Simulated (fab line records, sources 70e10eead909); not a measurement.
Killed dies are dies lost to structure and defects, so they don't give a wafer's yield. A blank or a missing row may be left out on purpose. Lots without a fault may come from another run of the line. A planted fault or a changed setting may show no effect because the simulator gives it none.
A struck lot beside a sound one | flow nand_harc | 16 steps out of a route of 1302
Sound: wafers L506.1, L506.2, L506.4. Struck: wafers L518.1, L518.2, L518.6. The cause comes at the end.
At each step with rows: each side's tool, then ch and its chambers, then its first start. Under that, the readings that differ: sound wafers | struck wafers | difference of the means | sigmas: that difference in standard deviations of wafers without a fault.
alike: readings whose means differ by less than 2 such deviations, and words and numbers that are the same on both sides. not compared: withheld readings, readings that some wafer has no value for, bounds like >300 that may hide the same value, and numbers for which the record gives no deviation and whose values overlap.
The two part at a step that has a row with sigmas, a row that says differs or no value, or rows on one side only. Numbers that don't overlap but have no deviation are shown without sigmas and don't part them. A reading that every wafer of one side lacks parts them only if that side has two wafers or more.

first, 1 step without rows for these wafers: NHARC_A_DECK1_JOINT_SRD_15.
NHARC_A_DECK1_JOINT_DEP_16: deposits SiO2, target thk 45 nm.
  sound on pecvd-04 ch 1,2, day 13 21:38; struck on pecvd-03 ch 0,1, day 18 15:36
  alike: heater_power_w, throttle_valve_pct
NHARC_A_DECK1_JOINT_THK_MEAS_17: measures by ellipsometry.
  sound on film_metro-02, day 13 21:55; struck on film_metro-02, day 18 15:53
  alike: thk_nm
NHARC_A_DECK1_JOINT_INSPECT_05:
  sound on defect_inspect-02, day 13 21:57; struck on defect_inspect-01, day 18 15:55
  alike: raw_defect_count
then, 1 step without rows for these wafers: NHARC_A_ONON_D2_DEP_00 (target thk 1000 nm).
NHARC_A_ONON_D2_THK_MEAS_02: measures by ellipsometry.
  sound on film_metro-02, day 13 22:36; struck on film_metro-01, day 18 16:29
  alike: thk_nm
then, 1 step without rows for these wafers: NHARC_A_ONON_D2_DEP_03 (target thk 1000 nm).
NHARC_A_ONON_D2_THK_MEAS_05: measures by ellipsometry.
  sound on film_metro-01, day 13 23:10; struck on film_metro-01, day 18 17:04
  alike: thk_nm
then, 1 step without rows for these wafers: NHARC_A_ONON_D2_DEP_06 (target thk 1000 nm).
NHARC_A_ONON_D2_THK_MEAS_08: measures by ellipsometry.
  sound on film_metro-01, day 13 23:49; struck on film_metro-02, day 18 17:37
  reading     | sound       | struck         | difference | sigmas
  thk_nm (nm) | 982 986 983 | 1009 1008 1008 | +25        | +3
then, 1 step without rows for these wafers: NHARC_A_ONON_D2_DEP_09 (target thk 1000 nm).
NHARC_A_ONON_D2_THK_MEAS_11: measures by ellipsometry.
  sound on film_metro-01, day 14 00:32; struck on film_metro-01, day 18 18:11
  alike: thk_nm
NHARC_A_ONON_D2_DEP_12: target thk 1000 nm.
  sound on pecvd_onon-01 ch 0, day 14 00:43; struck on pecvd_onon-01 ch 0, day 18 18:15
  alike: n2o_flow_sccm
NHARC_A_ONON_D2_THK_MEAS_14: measures by ellipsometry.
  sound on film_metro-01, day 14 01:14; struck on film_metro-02, day 18 18:46
  reading     | sound       | struck         | difference | sigmas
  thk_nm (nm) | 986 984 986 | 1868 1870 1868 | +883       | +80
then, 1 step without rows for these wafers: NHARC_A_ONON_D2_ANNEAL_15 (time 3600 s).
-- the record jumps here: 12 days lie between the struck wafers' starts before and after (it left off in module A_ONON_D2 and takes up again in module END, whose first step shown is number 1302 of the route) --
NHARC_END_SORT_01:
  the record has rows for the struck wafers here (prober-02 ch 0, day 30 15:40) and none for the sound ones

WHERE THEY PART
First at NHARC_A_ONON_D2_THK_MEAS_08; last, within this record, at NHARC_END_SORT_01.

WHY: what the simulator had put in
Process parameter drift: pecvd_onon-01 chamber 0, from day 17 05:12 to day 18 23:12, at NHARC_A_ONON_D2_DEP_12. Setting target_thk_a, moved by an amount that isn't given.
